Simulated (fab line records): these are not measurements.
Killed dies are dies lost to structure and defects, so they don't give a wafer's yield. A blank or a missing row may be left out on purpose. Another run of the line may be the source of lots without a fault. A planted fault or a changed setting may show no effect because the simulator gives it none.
Chamber matching	flow n5 finfet	N5_BEOL_M11_ILD_DEP_00 on pecvd-01: 3 sister chambers
The step deposits SiCOH lowk from DEMS/porogen, target thk 308.51 nm, time 58 s. 3 wafers are shown with their chamber, then 9 later ones without.

WAFERS WITH THEIR CHAMBER
wafer	chamber	heater power w (W)
L082.6	2	216
L084.1	0	303
L084.5	1	345

WAFERS MISSING THEIR CHAMBER
wafer	heater power w (W)
L090.2	214
L090.3	293
L090.6	216
L095.1	300
L095.3	207
L095.6	366
L097.2	315
L097.3	206
L097.6	284

CHAMBER TAKEN BY EACH
wafer	from the rows above	in truth
L090.2	2	2
L090.3	0	0
L090.6	2	2
L095.1	0	0
L095.3	2	2
L095.6	1	1
L097.2	can't be placed: 0 or 1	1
L097.3	2	2
L097.6	0	0
Correct placement for 8 of the 9. Unplaceable from these rows: 1, with the true chamber sitting among the candidates in 1. Placed wrongly: 0.
How it was worked out, from the rows above alone: a wafer's distance from a chamber is the root of the sum, over the readings, of the square of ((its reading less the chamber's mean) divided by the reading's scatter). If the next closest chamber is less than 2 further off than the closest, the wafer can't be placed; otherwise it belongs to the closest. Each chamber's mean is taken over the wafers shown for it. The scatter (one wafer shown for each chamber): square how far every hidden wafer sits from the nearest shown wafer, average those squares and take the square root.
